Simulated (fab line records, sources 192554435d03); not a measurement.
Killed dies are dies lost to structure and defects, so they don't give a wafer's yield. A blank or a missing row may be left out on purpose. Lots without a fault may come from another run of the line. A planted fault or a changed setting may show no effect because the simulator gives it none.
Which tool did it? | flow n5_finfet | 11 lots, 33 wafers sampled, at 4 steps of a route of 1938

WHAT THE GAUGES READ, wafer by wafer
N5_BEOL_M11_CD_MEAS_11: target cd 64.1 nm.
lot  | measured     | on        | cd_nm (nm)
L572 | day 10 15:20 | cd_sem-02 | 64.0 63.9 64.4
L571 | day 10 17:37 | cd_sem-01 | 63.8 64.1 64.6
L573 | day 11 02:15 | cd_sem-02 | 63.9 64.3 63.6
L575 | day 11 11:18 | cd_sem-02 | 63.6 63.5 64.2
L576 | day 11 15:12 | cd_sem-03 | 63.6 64.0 63.4
L577 | day 12 07:43 | cd_sem-02 | 64.2 63.3 64.0
L579 | day 12 12:42 | cd_sem-03 | 64.0 64.2 63.7
L581 | day 13 17:19 | cd_sem-02 | 64.4 64.6 65.6
L588 | day 15 01:18 | cd_sem-03 | 64.5 64.4 64.2
L586 | day 15 08:05 | cd_sem-02 | 64.6 65.0 64.2
L591 | day 16 07:31 | cd_sem-03 | 63.6 63.6 63.4

WHICH TOOL RAN EACH LOT (tool, then ch and the chambers of the sampled wafers, then the start)
lot  | N5_BEOL_M10_VIA_ETCH_34            | N5_BEOL_M10_CMP_52            | N5_BEOL_M11_COAT_60
L572 | rie_diel-01 ch 2,3, day 10 08:49   | cmp-01 ch 0,2, day 10 11:11   | litho_track-04 ch 0, day 10 15:05
L571 | rie_diel-06 ch 0,2,3, day 10 11:33 | cmp-03 ch 0,1,3, day 10 15:26 | litho_track-01 ch 0, day 10 17:15
L573 | rie_diel-02 ch 1,2,3, day 10 21:55 | cmp-02 ch 0,1,3, day 11 00:09 | litho_track-05 ch 0, day 11 01:53
L575 | rie_diel-02 ch 2,3, day 11 06:05   | cmp-01 ch 2,3, day 11 08:49   | litho_track-05 ch 0, day 11 10:56
L576 | rie_diel-01 ch 1,3, day 11 10:04   | cmp-02 ch 0,3, day 11 12:28   | litho_track-05 ch 0, day 11 14:50
L577 | rie_diel-06 ch 0,1,2, day 12 01:47 | cmp-01 ch 1,3, day 12 05:28   | litho_track-04 ch 0, day 12 07:20
L579 | rie_diel-06 ch 0,1,2, day 12 08:23 | cmp-02 ch 0,2,3, day 12 10:26 | litho_track-04 ch 0, day 12 12:20
L581 | rie_diel-06 ch 0,2,3, day 13 11:57 | cmp-03 ch 0,1,2, day 13 13:59 | litho_track-01 ch 0, day 13 16:57
L588 | rie_diel-02 ch 0,1, day 14 19:46   | cmp-02 ch 0,2,3, day 14 22:08 | litho_track-04 ch 0, day 15 01:04
L586 | rie_diel-01 ch 1,2,3, day 15 02:17 | cmp-02 ch 1,3, day 15 05:22   | litho_track-04 ch 0, day 15 07:44
L591 | rie_diel-02 ch 2,3, day 15 23:50   | cmp-02 ch 0,1,2, day 16 03:05 | litho_track-05 ch 0, day 16 07:09
- N5_BEOL_M10_VIA_ETCH_34: etches SiCOH lowk in C4F6/O2, target depth 184.5 nm, time 69.2 s.
- N5_BEOL_M10_CMP_52: polishes, stops on SiCOH lowk, t overpolish 7 s, target thk 140 nm.
- N5_BEOL_M11_COAT_60: time 60 s, resist thk 30 nm.

THE ANSWER, worked out from the rows above alone
Rule: what is usual is taken from the lots themselves. Put in order of their means at a reading, lots are off if they are a third of the lots or fewer, leave a main group of 4 or more, and stand apart from it by a gap of 3 or more times the standard deviation of the main group's means; of several such gaps the widest counts. A main group whose means are all the same, to the digits that the tables above print for the reading, isn't used. A lot without any number at a reading at which 4 lots or more have one is off too. The other lots that the step has rows for count as sound.
No lot is off at any reading shown: from this, nothing can be told.

WHAT THE SIMULATOR HAD PUT IN
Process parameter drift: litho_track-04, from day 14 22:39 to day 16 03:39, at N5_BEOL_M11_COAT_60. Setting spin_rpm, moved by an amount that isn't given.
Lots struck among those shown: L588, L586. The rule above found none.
